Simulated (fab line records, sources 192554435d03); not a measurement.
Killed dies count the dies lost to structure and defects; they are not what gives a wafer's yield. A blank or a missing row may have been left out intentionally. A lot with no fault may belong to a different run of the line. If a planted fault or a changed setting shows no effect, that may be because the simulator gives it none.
Chamber matching :: flow n5-finfet :: 4 sister chambers for N5_BEOL_M4_STRIP_66 on rie-diel-04
The step strips in CF4. 22 wafers are shown with their chamber, then 11 later ones without.

## WAFERS WITH THEIR CHAMBER
wafer: L074.2
chamber: 2
drypump-motor-current-A (A): 5.8
showerhead-plenum-p-Torr (Torr): 1.77
throttle-valve-pct (%): 13.81

wafer: L074.3
chamber: 0
drypump-motor-current-A (A): 5.2
showerhead-plenum-p-Torr (Torr): 1.78
throttle-valve-pct (%): 13.63

wafer: L074.6
chamber: 0
drypump-motor-current-A (A): 5.2
showerhead-plenum-p-Torr (Torr): 1.78
throttle-valve-pct (%): 13.62

wafer: L078.2
chamber: 2
drypump-motor-current-A (A): 5.7
showerhead-plenum-p-Torr (Torr): 1.77
throttle-valve-pct (%): 13.83

wafer: L078.3
chamber: 3
drypump-motor-current-A (A): 6.4
showerhead-plenum-p-Torr (Torr): 1.85
throttle-valve-pct (%): 13.68

wafer: L078.6
chamber: 3
drypump-motor-current-A (A): 6.5
showerhead-plenum-p-Torr (Torr): 1.85
throttle-valve-pct (%): 13.69

wafer: L079.1
chamber: 2
drypump-motor-current-A (A): 5.7
showerhead-plenum-p-Torr (Torr): 1.77
throttle-valve-pct (%): 13.85

wafer: L079.2
chamber: 1
drypump-motor-current-A (A): 5.4
showerhead-plenum-p-Torr (Torr): 1.82
throttle-valve-pct (%): 13.33

wafer: L079.5
chamber: 2
drypump-motor-current-A (A): 5.7
showerhead-plenum-p-Torr (Torr): 1.77
throttle-valve-pct (%): 13.84

wafer: L081.3
chamber: 1
drypump-motor-current-A (A): 5.4
showerhead-plenum-p-Torr (Torr): 1.81
throttle-valve-pct (%): 13.32

wafer: L081.4
chamber: 0
drypump-motor-current-A (A): 5.2
showerhead-plenum-p-Torr (Torr): 1.78
throttle-valve-pct (%): 13.07

wafer: L081.6
chamber: 2
drypump-motor-current-A (A): 5.8
showerhead-plenum-p-Torr (Torr): 1.77
throttle-valve-pct (%): 13.84

wafer: L087.3
chamber: 2
drypump-motor-current-A (A): 5.8
showerhead-plenum-p-Torr (Torr): 1.77
throttle-valve-pct (%): 13.30

wafer: L087.4
chamber: 0
drypump-motor-current-A (A): 5.2
showerhead-plenum-p-Torr (Torr): 1.78
throttle-valve-pct (%): 13.10

wafer: L087.5
chamber: 1
drypump-motor-current-A (A): 5.3
showerhead-plenum-p-Torr (Torr): 1.81
throttle-valve-pct (%): 13.35

wafer: L086.1
chamber: 2
drypump-motor-current-A (A): 5.7
showerhead-plenum-p-Torr (Torr): 1.77
throttle-valve-pct (%): 13.31

wafer: L086.3
chamber: 3
drypump-motor-current-A (A): 6.5
showerhead-plenum-p-Torr (Torr): 1.84
throttle-valve-pct (%): 13.76

wafer: L086.4
chamber: 1
drypump-motor-current-A (A): 5.4
showerhead-plenum-p-Torr (Torr): 1.81
throttle-valve-pct (%): 13.35

wafer: L088.1
chamber: 3
drypump-motor-current-A (A): 6.5
showerhead-plenum-p-Torr (Torr): 1.84
throttle-valve-pct (%): 13.75

wafer: L088.3
chamber: 2
drypump-motor-current-A (A): 5.8
showerhead-plenum-p-Torr (Torr): 1.77
throttle-valve-pct (%): 13.32

wafer: L088.4
chamber: 1
drypump-motor-current-A (A): 5.3
showerhead-plenum-p-Torr (Torr): 1.81
throttle-valve-pct (%): 13.37

wafer: L090.1
chamber: 0
drypump-motor-current-A (A): 5.2
showerhead-plenum-p-Torr (Torr): 1.78
throttle-valve-pct (%): 13.13

SIGNATURES (means of the wafers above)
reading: drypump-motor-current-A
chamber 0: 5.200
chamber 1: 5.360
chamber 2: 5.750
chamber 3: 6.475
scatter within a chamber: 0.0468

reading: showerhead-plenum-p-Torr
chamber 0: 1.7800
chamber 1: 1.8120
chamber 2: 1.7700
chamber 3: 1.8450
scatter within a chamber: 0.00316

reading: throttle-valve-pct
chamber 0: 13.3100
chamber 1: 13.3440
chamber 2: 13.6375
chamber 3: 13.7200
scatter within a chamber: 0.218
Rule: distance of a wafer from a chamber = root of the sum over the readings of ((wafer's reading minus chamber's mean) / reading's scatter) squared. If the next closest chamber is less than 2 further off than the closest, the wafer can't be placed; otherwise it belongs to the closest. How the scatter is found: for the shown wafers, subtract from each reading the mean of its chamber, square and add these, divide the total by (wafers less chambers), then take the root.

## WAFERS WITH NO CHAMBER GIVEN
wafer: L090.3
drypump-motor-current-A (A): 5.3
showerhead-plenum-p-Torr (Torr): 1.81
throttle-valve-pct (%): 13.39

wafer: L090.5
drypump-motor-current-A (A): 5.2
showerhead-plenum-p-Torr (Torr): 1.78
throttle-valve-pct (%): 13.11

wafer: L091.3
drypump-motor-current-A (A): 5.2
showerhead-plenum-p-Torr (Torr): 1.78
throttle-valve-pct (%): 13.13

wafer: L091.5
drypump-motor-current-A (A): 5.3
showerhead-plenum-p-Torr (Torr): 1.81
throttle-valve-pct (%): 13.37

wafer: L091.6
drypump-motor-current-A (A): 5.2
showerhead-plenum-p-Torr (Torr): 1.78
throttle-valve-pct (%): 13.12

wafer: L092.1
drypump-motor-current-A (A): 5.3
showerhead-plenum-p-Torr (Torr): 1.78
throttle-valve-pct (%): 13.13

wafer: L092.2
drypump-motor-current-A (A): 5.4
showerhead-plenum-p-Torr (Torr): 1.81
throttle-valve-pct (%): 13.39

wafer: L092.3
drypump-motor-current-A (A): 6.5
showerhead-plenum-p-Torr (Torr): 1.84
throttle-valve-pct (%): 13.73

wafer: L096.1
drypump-motor-current-A (A): 5.4
showerhead-plenum-p-Torr (Torr): 1.80
throttle-valve-pct (%): 13.43

wafer: L096.4
drypump-motor-current-A (A): 5.4
showerhead-plenum-p-Torr (Torr): 1.80
throttle-valve-pct (%): 13.44

wafer: L096.5
drypump-motor-current-A (A): 5.8
showerhead-plenum-p-Torr (Torr): 1.76
throttle-valve-pct (%): 13.36

## WHICH CHAMBER EACH ONE RAN IN
wafer: L090.3
from the rows above: 1
in truth: 1

wafer: L090.5
from the rows above: 0
in truth: 0

wafer: L091.3
from the rows above: 0
in truth: 0

wafer: L091.5
from the rows above: 1
in truth: 1

wafer: L091.6
from the rows above: 0
in truth: 0

wafer: L092.1
from the rows above: 0
in truth: 0

wafer: L092.2
from the rows above: 1
in truth: 1

wafer: L092.3
from the rows above: 3
in truth: 3

wafer: L096.1
from the rows above: 1
in truth: 1

wafer: L096.4
from the rows above: 1
in truth: 1

wafer: L096.5
from the rows above: 2
in truth: 2
Correctly placed: 11 of 11. Left unplaced by these rows: 0. Wrongly placed: 0.
